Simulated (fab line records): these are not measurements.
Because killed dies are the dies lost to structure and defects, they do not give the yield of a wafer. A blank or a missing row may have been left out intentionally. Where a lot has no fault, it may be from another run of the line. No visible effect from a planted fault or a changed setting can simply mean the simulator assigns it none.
What tool caused it? ; flow n5_finfet ; 24 lots with 72 wafers sampled at 4 steps, on a route of 1938 steps

== WHAT EACH GAUGE READ, for each wafer ==
N5_BEOL_M2_CD_MEAS_28: target cd 26.2 nm, target cd y 24.1 nm.
lot;measured;on;cd_nm (nm)
L074;day 6 19:25;cd_sem-03;26.60 26.71 25.96
L075;day 7 05:25;cd_sem-01;26.16 26.41 26.55
L076;day 7 06:51;cd_sem-02;26.66 26.37 26.47
L077;day 7 21:16;cd_sem-02;26.27 26.19 26.00
L078;day 7 23:51;cd_sem-03;25.85 26.13 26.30
L079;day 8 02:10;cd_sem-03;26.07 26.32 26.35
L080;day 8 10:06;cd_sem-03;26.40 26.02 26.45
L081;day 8 10:17;cd_sem-01;26.76 26.45 26.43
L082;day 8 13:30;cd_sem-03;26.27 26.24 26.07
L083;day 8 22:52;cd_sem-01;26.33 26.25 26.06
L084;day 9 05:23;cd_sem-03;26.03 26.22 26.48
L085;day 9 07:41;cd_sem-03;26.29 26.26 26.18
L086;day 10 01:17;cd_sem-01;26.07 25.84 26.15
L087;day 10 07:05;cd_sem-02;26.11 26.25 26.29
L088;day 10 08:05;cd_sem-01;26.04 26.15 25.98
L090;day 10 17:10;cd_sem-01;26.41 26.27 25.95
L089;day 10 19:27;cd_sem-02;26.03 26.10 26.09
L091;day 10 23:02;cd_sem-01;26.23 26.76 26.16
L092;day 11 03:16;cd_sem-01;25.99 26.20 25.86
L093;day 11 04:28;cd_sem-03;26.50 26.03 26.58
L094;day 11 14:02;cd_sem-02;26.26 26.29 26.40
L095;day 11 19:25;cd_sem-03;26.44 25.78 26.17
L096;day 12 02:07;cd_sem-02;25.92 25.94 25.91
L097;day 12 14:30;cd_sem-03;26.21 26.16 26.37

N5_BEOL_M2_OCD_MEAS_38.
lot;measured;on;trench_depth_nm (nm)
L074;day 7 00:32;ocd-02;55.6 55.3 55.3
L075;day 7 19:33;ocd-02;55.3 55.7 55.9
L076;day 7 20:02;ocd-01;56.1 55.3 55.4
L077;day 7 23:34;ocd-01;55.6 54.2 54.9
L078;day 8 02:28;ocd-02;56.2 56.3 55.8
L079;day 8 05:17;ocd-01;55.9 56.9 55.9
L080;day 8 16:17;ocd-01;56.6 55.3 56.5
L081;day 8 21:20;ocd-02;55.1 55.1 55.9
L082;day 8 21:25;ocd-02;55.6 55.4 56.5
L083;day 9 03:49;ocd-02;55.6 54.8 55.7
L084;day 9 08:25;ocd-01;56.8 54.6 55.1
L085;day 9 09:29;ocd-01;56.3 56.3 56.9
L086;day 10 02:04;ocd-01;55.4 55.0 55.8
L087;day 10 11:58;ocd-02;55.2 55.7 55.5
L088;day 10 18:23;ocd-02;55.4 55.9 56.2
L090;day 11 02:29;ocd-01;54.5 55.3 56.5
L089;day 11 08:58;ocd-01;55.8 54.6 55.2
L091;day 11 12:10;ocd-01;56.0 55.4 54.3
L092;day 11 15:03;ocd-02;55.4 56.5 55.3
L093;day 11 14:58;ocd-01;55.3 55.7 55.4
L094;day 11 18:03;ocd-02;55.8 55.7 56.3
L095;day 11 21:33;ocd-01;55.5 56.2 55.8
L096;day 12 05:58;ocd-02;53.8 55.4 55.9
L097;day 12 21:44;ocd-02;56.6 55.1 56.3

N5_BEOL_M2_CD_MEAS_35: target cd 18 nm, target cd y 22.2 nm.
lot;measured;on;cd_nm (nm)
L074;day 7 00:42;cd_sem-03;17.8 18.3 17.8
L075;day 7 19:43;cd_sem-03;17.7 18.3 18.1
L076;day 7 20:11;cd_sem-01;17.9 18.4 17.9
L077;day 7 23:43;cd_sem-03;17.7 17.6 17.6
L078;day 8 02:37;cd_sem-01;18.4 18.1 18.6
L079;day 8 05:27;cd_sem-02;18.1 18.0 17.7
L080;day 8 16:26;cd_sem-03;18.3 18.2 18.3
L081;day 8 21:29;cd_sem-03;17.8 17.7 18.0
L082;day 8 21:34;cd_sem-03;18.2 18.1 18.4
L083;day 9 03:58;cd_sem-03;18.0 18.0 17.6
L084;day 9 08:34;cd_sem-03;18.5 19.0 19.0
L085;day 9 09:38;cd_sem-01;17.7 17.6 17.5
L086;day 10 02:13;cd_sem-02;18.5 17.9 18.0
L087;day 10 12:07;cd_sem-02;18.1 18.1 18.0
L088;day 10 18:32;cd_sem-02;18.1 17.7 17.9
L090;day 11 02:38;cd_sem-02;17.9 17.7 17.8
L089;day 11 09:08;cd_sem-03;18.1 18.0 17.6
L091;day 11 12:19;cd_sem-03;17.9 17.9 18.1
L092;day 11 15:13;cd_sem-02;17.9 17.5 18.2
L093;day 11 15:07;cd_sem-03;18.2 18.0 17.6
L094;day 11 18:13;cd_sem-02;18.9 18.0 18.4
L095;day 11 21:42;cd_sem-03;18.2 18.2 18.2
L096;day 12 06:10;cd_sem-02;17.9 18.4 18.1
L097;day 12 21:53;cd_sem-01;18.2 17.8 17.8

== WHICH TOOL RAN EACH LOT (tool, then ch and the chambers of the sampled wafers, then the start) ==
lot;N5_BEOL_M2_HM_DEP_02
L074;pvd_sputter-01, day 6 17:44
L075;pvd_sputter-03, day 7 03:38
L076;pvd_sputter-01, day 7 05:26
L077;pvd_sputter-01, day 7 19:27
L078;pvd_sputter-02, day 7 22:28
L079;pvd_sputter-02, day 8 00:45
L080;pvd_sputter-01, day 8 08:37
L081;pvd_sputter-01, day 8 08:49
L082;pvd_sputter-02, day 8 12:02
L083;pvd_sputter-02, day 8 21:29
L084;pvd_sputter-03, day 9 03:55
L085;pvd_sputter-03, day 9 06:20
L086;pvd_sputter-03, day 9 23:43
L087;pvd_sputter-01, day 10 05:38
L088;pvd_sputter-03, day 10 06:42
L090;pvd_sputter-01, day 10 15:38
L089;pvd_sputter-02, day 10 17:49
L091;pvd_sputter-01, day 10 21:46
L092;pvd_sputter-03, day 11 01:27
L093;pvd_sputter-01, day 11 03:04
L094;pvd_sputter-02, day 11 12:12
L095;pvd_sputter-02, day 11 17:55
L096;pvd_sputter-02, day 12 00:29
L097;pvd_sputter-03, day 12 12:41
- N5_BEOL_M2_HM_DEP_02: deposits TiN, target thk 20 nm.

== AS READ BY THE TOOLS THEMSELVES (means over the sampled wafers that have a number; for cases with no such wafer, the mark the record gives instead) ==
N5_BEOL_M2_HM_DEP_02.
lot;tool;substrate_temp_c (C);susceptor_temp_C (C);throttle_valve_pct (%)
L074;pvd_sputter-01;25.01;24.96;29.7
L075;pvd_sputter-03;25.07;25.00;30.3
L076;pvd_sputter-01;24.99;24.99;29.9
L077;pvd_sputter-01;24.98;25.03;30.0
L078;pvd_sputter-02;25.09;25.01;28.5
L079;pvd_sputter-02;24.97;24.98;30.0
L080;pvd_sputter-01;24.98;24.82;29.5
L081;pvd_sputter-01;25.09;24.89;29.3
L082;pvd_sputter-02;25.17;24.98;30.6
L083;pvd_sputter-02;25.13;25.07;31.3
L084;pvd_sputter-03;25.00;25.08;30.5
L085;pvd_sputter-03;24.88;24.95;29.7
L086;pvd_sputter-03;24.91;24.97;30.9
L087;pvd_sputter-01;25.03;24.99;29.9
L088;pvd_sputter-03;25.00;25.15;29.5
L090;pvd_sputter-01;25.05;25.09;29.7
L089;pvd_sputter-02;24.99;25.15;32.3
L091;pvd_sputter-01;24.95;24.96;29.9
L092;pvd_sputter-03;25.09;25.01;29.9
L093;pvd_sputter-01;24.93;25.08;29.7
L094;pvd_sputter-02;24.92;25.02;30.7
L095;pvd_sputter-02;25.05;25.00;30.8
L096;pvd_sputter-02;25.10;25.02;29.8
L097;pvd_sputter-03;25.02;25.03;30.8

== THE ANSWER, worked out from the rows above alone ==
Rule: usual is defined by the lots themselves. The widest of any qualifying gaps counts: lots, ordered by their means at a reading, are off when they make up no more than a third of the lots, leave a main group of 4 or more, and stand apart from it by 3 or more times the standard deviation of that group's means. If all means in a main group match to the digits the tables above print for the reading, that group is not used. A lot without any number at a reading at which 4 lots or more have one is off too. All remaining lots with rows at the step are treated as sound. First the gauges in route order, then the tools' own readings, where a lot's mean is used as printed above. The first step at which some lot is off is used, and at that step the reading that is off furthest; a lot without a number counts as furthest.
No lot is off on any of the readings shown, so nothing can be concluded from this.

== WHAT HAD BEEN PUT IN BY THE SIMULATOR ==
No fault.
